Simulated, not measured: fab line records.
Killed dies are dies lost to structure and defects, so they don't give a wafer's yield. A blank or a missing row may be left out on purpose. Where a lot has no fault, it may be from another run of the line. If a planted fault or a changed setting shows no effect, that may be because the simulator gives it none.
A struck lot beside a sound one	flow n5 finfet	29 steps out of a route of 1938
Sound: the wafers L392.1, L392.5, L392.6. Struck: wafer L405.6 (L405.2, L405.3, from the same lot, were not struck and are left out); the cause is given at the end.
Each step with rows lists, per side, the tool, then ch with its chambers, then its first start. Under that, the readings that differ: sound wafers	struck wafers	difference of the means	sigmas: that difference in standard deviations of wafers without a fault.
alike: words and numbers the same on both sides, and readings whose means are apart by under 2 such deviations; not compared: readings that were withheld, readings missing a value for some wafer, numbers with overlapping values and no deviation given by the record, and bounds like >300 which may hide the same value.
The two part at a step that has a row with sigmas, a row that says differs or no value, or rows on one side only. When numbers do not overlap yet have no deviation, they are printed without sigmas and do not part them. A reading that every wafer of one side lacks parts them only if that side has two wafers or more.

first, 9 steps without rows for these wafers: N5_BEOL_M0_SAQP_EXPOSE_37 (exposes mask M0 CUT1, target cd 30 nm); N5_BEOL_M0_SAQP_PEB_38 (peb time 60 s); N5_BEOL_M0_SAQP_DEVELOP_39 (develop time 30 s); N5_BEOL_M0_SAQP_DESCUM_45 (chemistry O2, time 7 s); N5_BEOL_M0_SAQP_ETCH_88 (etches underlayer in N2/H2, target depth 6.5 nm, time 5.2 s); N5_BEOL_M0_SAQP_ETCH_73 (etches SiARC in CF4, target depth 19.5 nm, time 32.5 s); N5_BEOL_M0_SAQP_CUT_ETCH_46 (etches SOC in N2/H2, target depth 135 nm, overetch 27 nm, time 202.5 s); N5_BEOL_M0_SAQP_STRIP_74 (strips in N2/H2); N5_BEOL_M0_SAQP_STRIP_89 (strips in N2/H2).
N5_BEOL_M0_SAQP_ALD_48: deposits SiO2, target thk 20 nm, pulse time 1 s, co reactant pulse time 1 s.
  sound on ald sin-02 ch 1,2,3, day 5 20:40; struck on ald sin-02 ch 2, day 9 04:03
reading	sound	struck	difference	sigmas
ald cycles	139 139 139	154	+15	
precursor pulse height rel	0.990 0.979 1.004	1.044	+0.053	+3
model.SiO2_of_BEOL_M0_SAQP_ALD_48.thk nm (nm)	20 20 20	22.2	+2.2	
  alike: heater power w, susceptor temp C
then, 15 steps without rows for these wafers: N5_BEOL_M0_SAQP_ETCH_49 (etches SiO2 in CF4/O2, target depth 37 nm); N5_BEOL_M0_SAQP_STRIP_75 (strips in CF4); N5_BEOL_M0_CUTY_COAT_50 (time 60 s, resist thk 15 nm); N5_BEOL_M0_CUTY_COAT_51 (resist thk 150 nm); N5_BEOL_M0_CUTY_EBR_52; N5_BEOL_M0_CUTY_SOFTBAKE_53 (time 60 s); N5_BEOL_M0_CUTY_EXPOSE_54 (exposes mask M0 ABLK); N5_BEOL_M0_CUTY_PEB_55 (peb time 60 s); N5_BEOL_M0_CUTY_DEVELOP_56 (develop time 30 s); N5_BEOL_M0_CUTY_DESCUM_61 (chemistry O2, time 7.9 s); N5_BEOL_M0_CUTY_ETCH_62 (etches SiARC in CF4, time 58.5 s); N5_BEOL_M0_CUTY_ETCH_63 (etches SOC in N2/H2, target depth 82.7 nm, overetch 16.5 nm, time 124 s); N5_BEOL_M0_CUTY_STRIP_64 (strips in N2/H2); N5_BEOL_M0_ETCH_138 (etches SiCN in CH3F/O2, target depth 12 nm, time 31.6 s); N5_BEOL_M0_HM_OPEN_105 (chemistry Cl2/BCl3, target TiN, target depth 12 nm).
N5_BEOL_M0_STRIP_140: strips in CF4.
  sound on rie diel-02 ch 0,1, day 6 02:25; struck on rie diel-03 ch 2, day 9 06:01
  alike: drypump motor current A, oes product au, rf vpp V, showerhead plenum p Torr, throttle valve pct
  not compared: rf hours counter h, model.SiO2_of_BEOL_M0_SAQP_ALD_48.thk nm
then, 1 step without rows for these wafers: N5_BEOL_M0_STRIP_104 (strips in N2/H2).
-- a jump in the record: the struck wafers' starts before and after are 2 days apart (it breaks off in module BEOL_M0 and resumes in module BEOL_M4, where the first step shown is number 1111 of the route) --
N5_BEOL_M4_RC_MEAS_101:
  sound on prober-02 ch 0, day 8 15:58; struck on prober-02 ch 0, day 11 11:45
  alike: DIBL_N, DIBL_P, IOFF_N, IOFF_P, ION_N, ION_P, SS_N, SS_P, VT_N, VT_P
N5_PASSIVATION_PROBE_49:
  the record has rows for the sound wafers here (prober-02, day 12 19:47) and none for the struck ones

## WHERE THEY PART
Last at N5_PASSIVATION_PROBE_49 as far as this record goes, first at N5_BEOL_M0_SAQP_ALD_48.

WHY: what the simulator had put in
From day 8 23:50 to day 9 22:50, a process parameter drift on ald sin-02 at N5_BEOL_M0_SAQP_ALD_48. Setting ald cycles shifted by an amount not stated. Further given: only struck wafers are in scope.
